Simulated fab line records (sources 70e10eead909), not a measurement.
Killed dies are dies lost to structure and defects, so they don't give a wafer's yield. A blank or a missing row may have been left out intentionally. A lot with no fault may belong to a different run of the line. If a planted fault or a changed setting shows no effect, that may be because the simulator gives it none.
Chamber matching -- flow nand-harc -- NHARC_A_CHANNEL_HOLE_D1_DESCUM_15 on rie-diel-12: 4 sister chambers
The step chemistry O2, time 3 s. 18 wafers are shown with their chamber, then 9 later ones without.

## EACH WAFER AND ITS CHAMBER
wafer,chamber,showerhead-plenum-p-Torr (Torr),drypump-motor-current-A (A),rf-vpp-V (V)
L074.1,0,2.06,6.5,58.1
L074.2,1,2.05,6.2,59.4
L074.6,1,2.05,6.3,57.0
L076.1,2,2.07,5.9,59.4
L076.2,3,1.82,5.0,56.7
L076.5,2,2.07,5.9,59.1
L081.2,1,2.05,6.2,58.9
L081.4,0,2.06,6.5,59.6
L081.5,0,2.06,6.5,57.5
L084.2,0,2.06,6.5,58.0
L084.4,2,2.07,5.8,57.4
L084.6,2,2.07,5.8,58.3
L089.1,1,2.05,6.2,58.4
L089.2,3,1.82,5.0,57.3
L089.5,1,2.05,6.2,58.9
L087.1,1,2.05,6.2,58.8
L087.2,3,1.82,4.9,56.1
L087.4,2,2.06,5.8,58.3

SIGNATURES (averages over the wafers above)
reading,chamber 0,chamber 1,chamber 2,chamber 3,scatter within a chamber
showerhead-plenum-p-Torr,2.0600,2.0500,2.0680,1.8200,0.00239
drypump-motor-current-A,6.500,6.217,5.840,4.967,0.0439
rf-vpp-V,58.300,58.567,58.500,56.700,0.806
Rule: for a wafer and a chamber, the distance is found by dividing, reading by reading, the gap between the wafer's reading and the chamber's mean by the reading's scatter, squaring, summing and taking the root. The wafer belongs to the nearest chamber; if the next one is less than 2 further off, it can't be placed. The scatter is the square root of a quotient: the sum, over the shown wafers, of each reading's squared deviation from its chamber's mean, divided by wafers minus chambers.

## WAFERS WITH NO CHAMBER GIVEN
wafer,showerhead-plenum-p-Torr (Torr),drypump-motor-current-A (A),rf-vpp-V (V)
L087.3,2.06,6.5,57.7
L087.5,2.06,5.8,58.5
L087.6,2.05,6.2,57.5
L092.1,2.05,6.2,57.7
L092.3,2.06,6.5,59.6
L092.4,1.82,5.0,59.0
L092.2,1.82,5.0,57.2
L092.5,2.05,6.3,59.0
L092.6,2.06,6.5,59.0

## WHICH CHAMBER EACH WENT THROUGH
wafer,from the rows above,in truth
L087.3,0,0
L087.5,2,2
L087.6,1,1
L092.1,1,1
L092.3,0,0
L092.4,3,3
L092.2,3,3
L092.5,1,1
L092.6,0,0
Placed correctly: 9 of 9. Number that these rows cannot place: 0. Placed wrongly: 0.
